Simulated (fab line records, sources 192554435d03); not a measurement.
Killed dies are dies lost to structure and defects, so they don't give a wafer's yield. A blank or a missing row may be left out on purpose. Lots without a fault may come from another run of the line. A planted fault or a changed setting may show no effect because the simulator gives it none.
Chamber matching | flow n5_finfet | N5_SPACER0_ALD_08 on ald_sin-02: 4 sister chambers
The step deposits SiNx, target thk 2 nm. 4 wafers are shown with their chamber, then 10 later ones without.

WAFERS WITH THEIR CHAMBER
wafer  | chamber | heater_power_w (W)
L085.2 | 0       | 896
L086.1 | 2       | 890
L086.3 | 3       | 947
L087.5 | 1       | 654

WAFERS WITHOUT THEIR CHAMBER
wafer  | heater_power_w (W)
L087.6 | 864
L089.1 | 860
L089.4 | 874
L089.6 | 649
L090.1 | 862
L090.2 | 649
L090.5 | 943
L094.1 | 853
L094.2 | 630
L094.3 | 875

WHICH CHAMBER EACH WENT THROUGH
wafer  | from the rows above     | in truth
L087.6 | can't be placed: 2 or 0 | 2
L089.1 | can't be placed: 2 or 0 | 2
L089.4 | can't be placed: 2 or 0 | 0
L089.6 | 1                       | 1
L090.1 | can't be placed: 2 or 0 | 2
L090.2 | 1                       | 1
L090.5 | can't be placed: 3 or 0 | 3
L094.1 | can't be placed: 2 or 0 | 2
L094.2 | 1                       | 1
L094.3 | can't be placed: 2 or 0 | 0
Placed correctly: 3 of 10. Can't be placed from these rows: 7 (the true chamber is among the candidates in 7). Placed wrongly: 0.
How it was worked out, from the rows above alone: a wafer's distance from a chamber is the root of the sum, over the readings, of the square of ((its reading less the chamber's mean) divided by the reading's scatter). The wafer belongs to the nearest chamber; if the next one is less than 2 further off, it can't be placed. A chamber's mean is the mean of its shown wafers. The scatter: with one shown wafer a chamber, the root of the mean of the squares of how far each hidden wafer lies from its nearest shown one.
